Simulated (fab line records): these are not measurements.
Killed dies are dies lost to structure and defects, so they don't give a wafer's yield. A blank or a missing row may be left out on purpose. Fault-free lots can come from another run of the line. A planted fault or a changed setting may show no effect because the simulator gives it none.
Which tool was responsible? ; flow nand_harc ; 13 lots with 39 wafers sampled at 6 steps, on a route of 1302 steps

## WHAT THE GAUGES SHOWED, per wafer
NHARC_P_BONDPAD_THK_MEAS_33: measures by ellipsometry.
lot;measured;on;thk_nm (nm)
L895;day 6 13:24;film_metro-02;200.3 200.2 200.2
L896;day 6 23:08;film_metro-02;200.9 198.1 198.0
L904;day 10 04:30;film_metro-02;198.2 199.7 199.3
L906;day 11 04:58;film_metro-01;199.2 199.5 200.0
L908;day 11 18:46;film_metro-01;199.9 198.8 199.7
L909;day 12 18:13;film_metro-01;200.4 200.2 201.3
L911;day 13 11:43;film_metro-01;200.9 198.5 198.9
L912;day 13 19:10;film_metro-02;200.8 202.3 200.7
L913;day 13 20:49;film_metro-02;200.8 199.3 201.0
L914;day 14 10:21;film_metro-01;200.3 199.8 200.4
L916;day 15 02:38;film_metro-01;200.1 197.0 202.5
L915;day 15 03:08;film_metro-01;201.5 199.7 200.8
L917;day 15 15:38;film_metro-02;200.8 197.3 200.4

NHARC_A_ONON_D1_THK_MEAS_08: measures by ellipsometry.
lot;measured;on;thk_nm (nm)
L895;day 7 19:05;film_metro-01;1002 1001 1002
L896;day 8 02:52;film_metro-02;1010 1011 1012
L904;day 11 12:59;film_metro-01;1004 1006 1750
L906;day 12 09:28;film_metro-01;1011 1009 1752
L908;day 13 01:28;film_metro-02;998 997 996
L909;day 13 21:04;film_metro-01;990 989 991
L911;day 14 15:47;film_metro-01;983 983 981
L912;day 14 22:59;film_metro-01;991 991 990
L913;day 14 22:57;film_metro-01;1012 1013 1010
L914;day 15 14:04;film_metro-01;1000 1001 999
L916;day 16 06:50;film_metro-02;998 1000 999
L915;day 16 06:50;film_metro-01;982 981 982
L917;day 16 21:36;film_metro-01;1012 1013 1012

NHARC_A_CHANNEL_HOLE_D1_OVL_MEAS_11.
lot;measured;on;overlay_x_nm (nm);overlay_y_nm (nm)
L895;day 8 11:01;overlay-02;0.4 0.4 0.8;0.4 -0.2 0.2
L896;day 8 18:48;overlay-01;0.8 0.1 0.3;-0.9 -1.3 -1.6
L904;day 12 04:40;overlay-01;0.2 0.5;-1.1 -1.3
L906;day 12 23:53;overlay-02;-0.3 -0.4;-0.2 -0.2
L908;day 13 16:13;overlay-01;0.2 0.2 0.0;0.8 0.3 0.4
L909;day 14 11:29;overlay-01;0.9 0.8 1.1;-0.7 0.2 0.2
L911;day 15 06:05;overlay-01;0.6 1.3 0.2;0.7 0.5 0.6
L912;day 15 14:55;overlay-01;-0.5 -0.8 -0.8;-0.7 0.1 -0.5
L913;day 15 14:46;overlay-02;0.5 0.0 0.7;-1.3 -1.3 -1.3
L914;day 16 04:38;overlay-02;1.0 0.7 0.7;-0.4 -0.4 0.2
L916;day 17 02:01;overlay-01;0.4 0.3 0.3;0.5 0.5 1.3
L915;day 17 02:30;overlay-01;0.0 0.0 0.0;-1.2 -0.7 -0.6
L917;day 17 11:59;overlay-01;0.5 0.8 1.5;-0.2 0.1 -0.4

NHARC_END_SORT_01.
lot;measured;on;killed_at_array;killed_at_other;killed_at_periphery;killed_dies;killed_open;killed_short
L904;day 28 04:25;prober-02;48 39 671;1 0 0;7 12 6;56 51 677;4 4 3;3 1 0
L906;day 29 03:59;prober-02;68 61 674;0 0 0;1 2 3;69 63 677;3 4 6;1 2 2

## TOOL THAT RAN EACH LOT (tool first, then ch and the chambers of the sampled wafers, then the start)
lot;NHARC_P_BONDPAD_CMP_19;NHARC_A_ONON_D1_DEP_06
L895;cmp-03 ch 0,1,3, day 6 16:12;pecvd_onon-01 ch 0, day 7 18:38
L896;cmp-03 ch 0,2,3, day 7 02:01;pecvd_onon-04 ch 0, day 8 02:20
L904;cmp-03 ch 1,2,3, day 10 07:23;pecvd_onon-04 ch 0, day 11 12:32
L906;cmp-01 ch 0,1,2, day 11 07:46;pecvd_onon-04 ch 0, day 12 08:55
L908;cmp-01 ch 1,2,3, day 11 21:31;pecvd_onon-01 ch 0, day 13 01:02
L909;cmp-03 ch 0,1,3, day 12 21:04;pecvd_onon-03 ch 0, day 13 20:36
L911;cmp-01 ch 0,3, day 13 14:34;pecvd_onon-01 ch 0, day 14 15:16
L912;cmp-02 ch 1,2,3, day 13 21:54;pecvd_onon-01 ch 0, day 14 22:29
L913;cmp-01 ch 2,3, day 13 23:38;pecvd_onon-04 ch 0, day 14 22:26
L914;cmp-03 ch 0,1, day 14 13:09;pecvd_onon-04 ch 0, day 15 13:40
L916;cmp-01 ch 0,1,3, day 15 05:31;pecvd_onon-01 ch 0, day 16 06:30
L915;cmp-01 ch 0,2,3, day 15 06:02;pecvd_onon-03 ch 0, day 16 06:23
L917;cmp-03 ch 1,3, day 15 18:26;pecvd_onon-01 ch 0, day 16 21:05
- NHARC_P_BONDPAD_CMP_19: polishes, t overpolish 30 s, cu recess touch 16 s, target thk 160.81 nm.
- NHARC_A_ONON_D1_DEP_06: target thk 1000 nm.

## WHAT THE TOOLS THEMSELVES READ (means of the sampled wafers that have a number; where no wafer has one, the mark that the record gives instead)
NHARC_P_BONDPAD_CMP_19.
lot;tool;motor_current_A (A);overpolish_run_s (s)
L895;cmp-03;12.6;30.007
L896;cmp-03;12.2;30.008
L904;cmp-03;12.8;30.003
L906;cmp-01;12.7;29.994
L908;cmp-01;11.8;30.001
L909;cmp-03;12.9;30.004
L911;cmp-01;11.8;29.995
L912;cmp-02;11.9;30.001
L913;cmp-01;11.4;29.991
L914;cmp-03;12.6;30.001
L916;cmp-01;13.0;30.000
L915;cmp-01;11.4;29.999
L917;cmp-03;13.8;29.993

## THE ANSWER, worked out from the rows above alone
Rule: usual is defined by the lots themselves. Put in order of their means at a reading, lots are off if they are a third of the lots or fewer, leave a main group of 4 or more, and stand apart from it by a gap of 3 or more times the standard deviation of the main group's means; of several such gaps the widest counts. A main group whose means are all the same, to the digits that the tables above print for the reading, isn't used. Also off: a lot with no number at a reading for which 4 or more lots have one. The other lots that the step has rows for count as sound. First the gauges in route order, then the tools' own readings, where a lot's mean is used as printed above. At the first step where some lot is off, the reading lying furthest off is the one used; lots without a number count as furthest.
Off at NHARC_A_ONON_D1_THK_MEAS_08 (thk_nm): L904, L906. The main group: mean 998 nm, standard deviation 10.
A tool fits if, at a process step before that reading, it ran every lot that is off, and no sound lot after the first of them. Those tools and the gauges at NHARC_A_ONON_D1_THK_MEAS_08 are tried in the same way. No candidate that was tried fits.

## WHAT THE SIMULATOR HAD PUT IN
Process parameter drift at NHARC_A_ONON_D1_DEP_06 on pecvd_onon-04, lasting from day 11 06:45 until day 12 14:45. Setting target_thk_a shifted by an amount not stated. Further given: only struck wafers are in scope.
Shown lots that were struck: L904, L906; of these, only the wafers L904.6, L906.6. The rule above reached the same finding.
